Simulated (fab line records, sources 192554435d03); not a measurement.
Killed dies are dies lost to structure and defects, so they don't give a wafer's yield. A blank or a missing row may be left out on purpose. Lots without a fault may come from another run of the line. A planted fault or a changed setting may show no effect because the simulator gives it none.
Chamber matching | flow n5_finfet | N5_DUMMY_GATE_HM_OPEN_21 on rie_diel-01: 4 sister chambers
The step chemistry CH3F/O2, target SiNx, target depth 120 nm, time 171.4 s. 4 wafers are shown with their chamber, then 11 later ones without.

WAFERS WITH THEIR CHAMBER
wafer  | chamber | drypump_motor_current_A (A)
L087.1 | 3       | 5.6
L089.1 | 1       | 5.8
L089.6 | 0       | 4.9
L091.2 | 2       | 5.2

WAFERS WITHOUT THEIR CHAMBER
wafer  | drypump_motor_current_A (A)
L091.5 | 5.2
L091.6 | 5.8
L094.1 | 5.6
L094.4 | 4.9
L094.5 | 4.9
L096.3 | 5.0
L096.4 | 5.8
L096.6 | 5.0
L097.2 | 4.9
L097.3 | 5.6
L097.5 | 5.2

WHICH CHAMBER EACH WENT THROUGH
wafer  | from the rows above | in truth
L091.5 | 2                   | 2
L091.6 | 1                   | 1
L094.1 | 3                   | 3
L094.4 | 0                   | 0
L094.5 | 0                   | 0
L096.3 | 0                   | 0
L096.4 | 1                   | 1
L096.6 | 0                   | 0
L097.2 | 0                   | 0
L097.3 | 3                   | 3
L097.5 | 2                   | 2
Placed correctly: 11 of 11. Can't be placed from these rows: 0. Placed wrongly: 0.
How it was worked out, from the rows above alone: a wafer's distance from a chamber is the root of the sum, over the readings, of the square of ((its reading less the chamber's mean) divided by the reading's scatter). The wafer belongs to the nearest chamber; if the next one is less than 2 further off, it can't be placed. A chamber's mean is the mean of its shown wafers. The scatter: with one shown wafer a chamber, the root of the mean of the squares of how far each hidden wafer lies from its nearest shown one.
